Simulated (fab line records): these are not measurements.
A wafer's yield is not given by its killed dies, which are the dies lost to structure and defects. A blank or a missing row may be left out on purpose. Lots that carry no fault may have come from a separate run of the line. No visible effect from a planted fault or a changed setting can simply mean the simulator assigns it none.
fab line records	flow nand-harc
[record] lots = 14	wafers = 42	last-day = 33
route steps=1302 shown A_CHANNEL_FILL_D1@495 A_ONON_D2@551
lots with no fault: from the same line, run without faults
start-h: start of the lot's first displayed wafer, in hours after the record's first day	wait-h: how many hours have passed since the lot's step before this one	" identical to the entry in the row above	L1.1+2: a row that stands for several wafers	- no value, or no start was given	* or withheld: withheld	< > ~ a bound
route shown NAME@n: a module of which the file shows steps, and the number in the route of the first	usual: the fault-free wafers' mean and standard deviation	same: alike in all rows	chamber/n: place in a boat	sites: per-site readings	_std_site: standard deviation of those values	_edge_site: the outer-site mean with the inner-site mean subtracted	radius-mm: how far each site lies from the wafer's centre	mask NAME#n: copy n	behind: the last tool/chamber to shape the wafer	hold: why the lot was held/for how many hours/how that ended	device: names the non-switching transistor (n, p or np)	end of line: tests run on the same wafers once the route is complete	where a step has no rows: the recipe by itself	killed: count of dies lost to structure and defects at first sort (not the wafer's yield)	map: dies across one wafer; x = killed, . = not, _ = none there
set.NAME: the setting the step ran with; set.NAME@STEP: the setting that earlier step ran with	model.NAME: the simulator's own value behind a step, which no gauge read
the route's steps for a sample of lots (tables are steps, rows are wafers)
services: a tool's chamber out of use, with start hour (start-h, from the record's first day; less than 0 if before it), hours out, and reason
[[steps]]
[step NHARC_A_CHANNEL_FILL_D1_ALD_15]
[recipe] target-thk-a = 20	pulse-time-s = 60	ald-cycles = 19	temp-c = 630	pressure-torr = 2	material = SiNx
[usual] precursor-pulse-height-rel = 0.999/0.021
[same] ald-cycles = 19
lot.wafer	tool	chamber	start-h	wait-h	precursor-pulse-height-rel
L407.1	ald-sin-batch-02	0	-	-	1.008
L407.2	"	0	"	"	1.036
L407.6	"	0	"	"	1.015
L410.3	ald-sin-batch-03	0	-	-	0.993
L410.4	"	0	"	"	0.975
L410.5	"	0	"	"	0.991
L406.1	ald-sin-batch-03	0	-	-	1.003
L406.2	"	0	"	"	1.003
L406.3	"	0	"	"	0.999
L411.1	ald-sin-batch-01	0	-	-	1.004
L411.3	"	0	"	"	0.984
L411.5	"	0	"	"	1.008
L417.1	ald-sin-batch-02	0	320.94	3.0	1.036
L417.3	"	0	"	"	1.032
L417.5	"	0	"	"	1.008
L418.1	ald-sin-batch-03	0	-	-	0.988
L418.4	"	0	"	"	1.011
L418.6	"	0	"	"	0.991
L419.1	ald-sin-batch-03	0	-	-	0.993
L419.5	"	0	"	"	0.997
L419.6	"	0	"	"	0.975
L420.1	ald-sin-batch-03	0	353.62	2.8	1.010
L420.4	"	0	"	"	1.031
L420.5	"	0	"	"	1.008
L422.2	ald-sin-batch-01	0	-	-	0.992
L422.4	"	0	"	"	1.046
L422.6	"	0	"	"	1.001
L423.2	ald-sin-batch-02	0	-	-	1.006
L423.3	"	0	"	"	0.996
L423.4	"	0	"	"	0.995
L425.1	ald-sin-batch-01	0	-	-	0.981
L425.4	"	0	"	"	0.986
L425.5	"	0	"	"	1.017
L426.1	ald-sin-batch-02	0	-	-	1.021
L426.5	"	0	"	"	1.014
L426.6	"	0	"	"	0.985
L427.1	ald-sin-batch-02	0	-	-	1.039
L427.3	"	0	"	"	0.988
L427.5	"	0	"	"	1.047
L428.1	ald-sin-batch-03	0	-	-	1.002
L428.3	"	0	"	"	0.986
L428.6	"	0	"	"	0.932
[step NHARC_A_CHANNEL_FILL_D1_ETCHBACK_20]
[recipe] target-depth-a = 270	time-s = 13.5	c4f8-flow-sccm = withheld	o2-flow-sccm = 8	ar-flow-sccm = withheld	rf-w = 600	bias-w = 1500	chemistry = C4F8/O2/Ar
[usual] bias-w = 1500/4.9	oes-product-au = 0.96/0.037	rf-vpp-V = 978/6
lot.wafer	tool	chamber	start-h	wait-h	bias-w	oes-product-au	rf-hours-counter-h	rf-vpp-V
L407.1	rie-diel-07	0	237.75	-	1499	0.92	5.0	974
L407.2	"	2	"	"	1501	0.93	4.9	980
L407.6	"	3	"	"	1497	0.93	-	972
L410.3	rie-diel-01	0	264.03	-	1506	0.98	3.8	980
L410.4	"	1	"	"	1498	0.97	3.2	988
L410.5	"	0	"	"	1502	0.97	-	978
L406.3	rie-diel-01	0	275.61	-	1503	1.01	4.0	979
L406.1	"	2	"	"	1499	0.99	3.0	983
L406.2	"	3	"	"	1497	1.00	3.6	981
L411.1	rie-diel-01	0	280.10	-	1491	1.02	4.3	978
L411.3	"	1	"	"	1494	1.01	3.8	989
L411.5	"	0	"	"	1500	1.00	-	978
L417.3	rie-diel-07	2	335.20	-	1504	0.98	1.1	981
L417.1	"	0	"	"	1504	0.99	1.0	973
L417.5	"	1	"	"	1498	1.00	-	970
L418.4	rie-diel-01	0	355.30	-	1496	1.01	9.5	980
L418.1	"	1	"	"	1496	1.01	9.5	988
L418.6	"	3	"	"	1501	1.00	-	980
L419.1	rie-diel-01	3	363.19	-	1509	0.97	7.7	981
L419.5	"	1	"	"	1498	0.98	-	988
L419.6	"	2	"	"	1498	0.96	-	985
L420.1	rie-diel-07	3	368.30	-	1498	1.00	2.5	970
L420.4	"	0	"	"	1500	1.00	2.2	972
L420.5	"	3	"	"	1491	1.00	-	971
L422.4	rie-diel-04	2	381.57	-	1505	1.00	1.6	978
L422.2	"	3	"	"	1503	0.99	1.6	988
L422.6	"	2	"	"	1496	1.00	-	979
L423.4	rie-diel-07	1	385.94	-	1500	0.93	3.7	972
L423.2	"	2	"	"	1500	0.93	3.4	981
L423.3	"	0	"	"	1499	0.91	3.5	972
L425.4	rie-diel-07	0	421.11	-	1503	0.92	4.7	972
L425.1	"	2	"	"	1500	0.94	5.3	980
L425.5	"	0	"	"	1506	0.92	-	973
L426.1	rie-diel-07	1	428.63	-	1511	0.92	5.7	971
L426.5	"	1	"	"	1500	0.92	-	972
L426.6	"	2	"	"	1495	0.92	-	980
L427.1	rie-diel-04	0	428.71	-	1501	1.00	3.9	988
L427.3	"	2	"	"	1498	0.99	4.6	978
L427.5	"	0	"	"	1496	1.00	-	985
L428.1	rie-diel-07	0	434.82	-	1495	0.91	5.3	971
L428.3	"	2	"	"	1500	0.93	5.7	980
L428.6	"	1	"	"	1504	0.91	-	970
[step NHARC_A_CHANNEL_FILL_D1_ALD_25]
[recipe] target-thk-a = 600	pulse-time-s = 10	ald-cycles = 600	temp-c = 300	material = SiOx
[usual] heater-power-w = 423/51	precursor-pulse-height-rel = 1.001/0.02
[same] ald-cycles = 600
lot.wafer	tool	chamber	start-h	wait-h	heater-power-w	precursor-pulse-height-rel
L407.2	ald-hk-04	1	250.92	1.3	497	1.001
L407.1	"	2	"	"	451	1.033
L407.6	"	0	252.77	3.1	490	1.015
L410.4	ald-hk-02	0	278.38	0.0	424	0.979
L410.3	"	3	280.25	1.9	468	1.002
L410.5	"	0	"	"	439	1.002
L406.2	ald-hk-02	1	287.56	0.1	354	1.020
L406.3	"	2	"	"	486	0.993
L406.1	"	3	"	"	452	0.980
L411.3	ald-hk-02	1	294.23	0.0	366	1.007
L411.1	"	0	297.92	3.7	427	1.008
L411.5	"	2	300.39	6.2	479	0.995
L417.3	ald-hk-02	2	347.11	0.0	481	1.013
L417.1	"	1	348.96	1.9	357	0.988
L417.5	"	3	350.20	3.1	465	0.983
L418.1	ald-hk-02	2	369.41	1.2	469	1.010
L418.4	"	3	"	"	475	0.962
L418.6	"	1	371.29	3.1	330	1.023
L419.1	ald-hk-01	1	376.03	0.7	360	0.993
L419.6	"	0	377.89	2.5	453	0.990
L419.5	"	1	"	"	343	0.979
L420.1	ald-hk-02	2	380.34	0.1	474	0.994
L420.4	"	1	382.16	1.9	320	1.012
L420.5	"	3	383.37	3.1	479	0.992
L422.4	ald-hk-02	3	394.55	1.3	473	0.999
L422.2	"	0	"	"	420	1.029
L422.6	"	2	396.40	3.1	472	0.987
L423.4	ald-hk-01	1	398.10	0.1	359	1.042
L423.2	"	3	399.32	1.3	443	0.986
L423.3	"	0	"	"	443	0.986
L425.1	ald-hk-01	1	433.78	0.7	356	0.994
L425.4	"	2	"	"	397	0.993
L425.5	"	1	436.27	3.2	354	1.026
L427.1	ald-hk-02	1	441.09	0.7	335	0.990
L427.3	"	3	442.32	1.9	479	1.032
L427.5	"	0	"	"	421	1.001
L426.1	ald-hk-01	0	442.33	1.9	440	0.991
L426.6	"	1	"	"	363	1.003
L426.5	"	2	"	"	381	1.011
L428.1	ald-hk-01	0	446.58	0.1	437	1.003
L428.3	"	2	447.80	1.3	381	0.976
L428.6	"	1	449.64	3.1	356	1.008
[step NHARC_A_ONON_D2_DEP_09]
[recipe] target-thk-a = 10000	n2-flow-sccm = 2750	n2o-flow-sccm = 2000	nh3-flow-sccm = 500	sih4-flow-sccm = 210	temp-c = 400
lot.wafer	tool	chamber	start-h	wait-h
L407.1+2+6	pecvd-onon-01	0	295.45	0.1
L410.3+4+5	pecvd-onon-04	0	327.30	0.2
L406.1+2+3	pecvd-onon-01	0	346.80	0.1
L411.1+3+5	pecvd-onon-04	0	352.03	0.1
L417.1+3+5	pecvd-onon-02	0	394.71	0.1
L418.1+4+6	pecvd-onon-04	0	419.26	0.1
L420.1+4+5	pecvd-onon-04	0	425.83	0.1
L419.1+5+6	pecvd-onon-01	0	425.98	0.1
L422.2+4+6	pecvd-onon-04	0	444.15	0.1
L423.2+3+4	pecvd-onon-02	0	446.79	0.1
L425.1+4+5	pecvd-onon-04	0	483.15	0.1
L426.1+5+6	pecvd-onon-01	0	485.20	0.1
L427.1+3+5	pecvd-onon-04	0	485.21	0.1
L428.1+3+6	pecvd-onon-01	0	498.78	0.1
[step NHARC_A_ONON_D2_THK_MEAS_11]
[recipe] thk-meas-gauge = ellipsometry
[usual] thk-nm = 1000/10
lot.wafer	tool	chamber	start-h	wait-h	hold	thk-nm
L407.1	film-metro-02	-	295.96	-	-	986
L407.2	"	-	"	"	-	985
L407.6	"	-	"	"	-	988
L410.3	film-metro-02	-	327.70	-	await-dispo/0.2h/release	1069
L410.4	"	-	"	"	await-dispo/0.2h/release	1066
L410.5	"	-	"	"	await-dispo/0.2h/release	1069
L410.3	film-metro-02	-	327.87	0.2	-	1067
L410.4	"	-	"	"	-	1068
L410.5	"	-	"	"	-	1069
L406.1	film-metro-01	-	347.31	-	-	1005
L406.2	"	-	"	"	-	1006
L406.3	"	-	"	"	-	1005
L411.1	film-metro-01	-	352.54	-	await-dispo/0.2h/release	1086
L411.3	"	-	"	"	await-dispo/0.2h/release	1086
L411.5	"	-	"	"	await-dispo/0.2h/release	1085
L411.1	film-metro-01	-	352.71	0.2	-	1087
L411.3	"	-	"	"	-	1087
L411.5	"	-	"	"	-	1087
L417.1	film-metro-02	-	395.23	-	-	1001
L417.3	"	-	"	"	-	998
L417.5	"	-	"	"	-	1001
L418.1	film-metro-02	-	419.78	-	-	1003
L418.4	"	-	"	"	-	1002
L418.6	"	-	"	"	-	1002
L420.1	film-metro-02	-	426.34	-	-	988
L420.4	"	-	"	"	-	988
L420.5	"	-	"	"	-	989
L419.1	film-metro-02	-	426.49	-	-	988
L419.5	"	-	"	"	-	988
L419.6	"	-	"	"	-	991
L422.2	film-metro-02	-	444.60	-	-	1013
L422.4	"	-	"	"	-	1013
L422.6	"	-	"	"	-	1013
L423.2	film-metro-02	-	447.24	-	-	1012
L423.3	"	-	"	"	-	1011
L423.4	"	-	"	"	-	1012
L425.1	film-metro-02	-	483.66	-	-	1006
L425.4	"	-	"	"	-	1006
L425.5	"	-	"	"	-	1007
L426.1	film-metro-02	-	485.71	-	-	997
L426.5	"	-	"	"	-	997
L426.6	"	-	"	"	-	997
L427.1	film-metro-02	-	485.72	-	-	986
L427.3	"	-	"	"	-	986
L427.5	"	-	"	"	-	985
L428.1	film-metro-02	-	499.28	-	-	1001
L428.3	"	-	"	"	-	1002
L428.6	"	-	"	"	-	1001
[[services]]
tool	chamber	start-h	hours	kind
rie-diel-01	-	203.80	9.0	pm
ald-hk-02	-	204.19	0.7	repair
rie-diel-07	2	213.50	13.3	repair
ald-sin-batch-02	-	266.00	26.0	pm
pecvd-onon-01	-	269.95	13.0	pm
rie-diel-04	-	279.08	1.6	repair
rie-diel-01	1	284.49	6.3	repair
rie-diel-01	3	292.09	7.2	repair
rie-diel-07	-	294.20	9.0	pm
ald-hk-01	-	297.98	10.0	pm
pecvd-onon-04	-	311.00	13.0	pm
rie-diel-04	0	311.30	1.6	repair
rie-diel-01	3	323.65	14.4	repair
rie-diel-07	-	347.35	0.7	repair
rie-diel-07	0	371.50	4.0	repair
rie-diel-01	0	377.02	3.0	repair
rie-diel-01	-	380.80	9.0	pm
rie-diel-07	2	382.53	2.1	repair
rie-diel-01	0	400.80	7.4	repair
rie-diel-07	0	405.78	6.0	repair
pecvd-onon-01	-	450.95	13.0	pm
rie-diel-07	-	471.25	9.0	pm
ald-hk-01	-	475.98	10.0	pm
pecvd-onon-04	-	492.06	13.0	pm
[[key]]
[first-sign] step = NHARC_A_ONON_D2_THK_MEAS_11	reading = visit	direction = added
[effect] step = NHARC_A_ONON_D2_THK_MEAS_11	reading = thk-nm	direction = up	sigmas = 7.4	usual = 1000	struck = 1077
met-at NHARC_A_ONON_D2_DEP_09
struck-lots L410,L411
later-rows-left-out L410.3,L410.4,L410.5,L411.1,L411.3,L411.5
sort-left-out L410.3,L410.4,L410.5,L411.1,L411.3,L411.5
tester-left-out L410,L411
not-acting-at NHARC_A_CHANNEL_FILL_D1_ALD_15,NHARC_A_CHANNEL_FILL_D1_ETCHBACK_20,NHARC_A_CHANNEL_FILL_D1_ALD_25
[fault] kind = process-parameter-drift	tool = pecvd-onon-04	chamber = -	onset-h = 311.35	steps = NHARC_A_ONON_D2_DEP_09	channel = target-thk-a	offset = *	shape = step	end-h = 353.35	acts-in = *	stated = *
// tester-left-out: of these lots the tester's yield and bins aren't shown, on N5 and GAA mostly nor the transistor test; their killed dies are dies lost to structure and defects alone, not to doping, threshold or leakage, so they don't give the yield
// sort-left-out: the simulated sort isn't trusted on such a fault, so these wafers' sort isn't shown, and their yield isn't known
// later-rows-left-out: the simulator's readings of these wafers behind a module that went badly wrong aren't trusted and aren't shown, but for the sort
